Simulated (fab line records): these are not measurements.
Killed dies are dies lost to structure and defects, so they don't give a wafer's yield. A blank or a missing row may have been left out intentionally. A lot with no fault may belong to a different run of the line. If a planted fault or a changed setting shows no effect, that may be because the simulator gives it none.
Matching of chambers + flow n5 finfet + N5_HKMG_FIN_STRIP_34 on rie diel-01 has 4 sister chambers
The step strips in CF4. 4 wafers are shown with their chamber, then 10 later ones without.

WAFERS, EACH WITH ITS CHAMBER
| wafer  | chamber | showerhead plenum p Torr (Torr) |
|--------|---------|---------------------------------|
| L077.5 | 1       | 1.91                            |
| L086.6 | 3       | 1.83                            |
| L087.2 | 2       | 1.81                            |
| L087.3 | 0       | 1.68                            |

WAFERS WITHOUT THEIR CHAMBER
| wafer  | showerhead plenum p Torr (Torr) |
|--------|---------------------------------|
| L087.4 | 1.83                            |
| L089.2 | 1.90                            |
| L089.4 | 1.68                            |
| L089.5 | 1.90                            |
| L091.1 | 1.68                            |
| L091.5 | 1.82                            |
| L091.6 | 1.68                            |
| L093.2 | 1.82                            |
| L093.4 | 1.81                            |
| L093.6 | 1.67                            |

WHICH CHAMBER EACH ONE RAN IN
| wafer  | from the rows above     | in truth |
|--------|-------------------------|----------|
| L087.4 | 3                       | 3        |
| L089.2 | 1                       | 1        |
| L089.4 | 0                       | 0        |
| L089.5 | 1                       | 1        |
| L091.1 | 0                       | 0        |
| L091.5 | can't be placed: 2 or 3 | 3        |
| L091.6 | 0                       | 0        |
| L093.2 | can't be placed: 2 or 3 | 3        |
| L093.4 | 2                       | 2        |
| L093.6 | 0                       | 0        |
Placed correctly: 8 of 10. Not placeable from these rows: 2 (in 2, the candidates include the true chamber). Number placed wrongly: 0.
How it was worked out, from the rows above alone: a wafer's distance from a chamber is the root of the sum, over the readings, of the square of ((its reading less the chamber's mean) divided by the reading's scatter). The wafer belongs to the nearest chamber; if the next one is less than 2 further off, it can't be placed. The mean given for a chamber averages the wafers shown for that chamber. The scatter: root of mean squared gap, hidden wafer to nearest shown wafer, with one shown wafer a chamber.
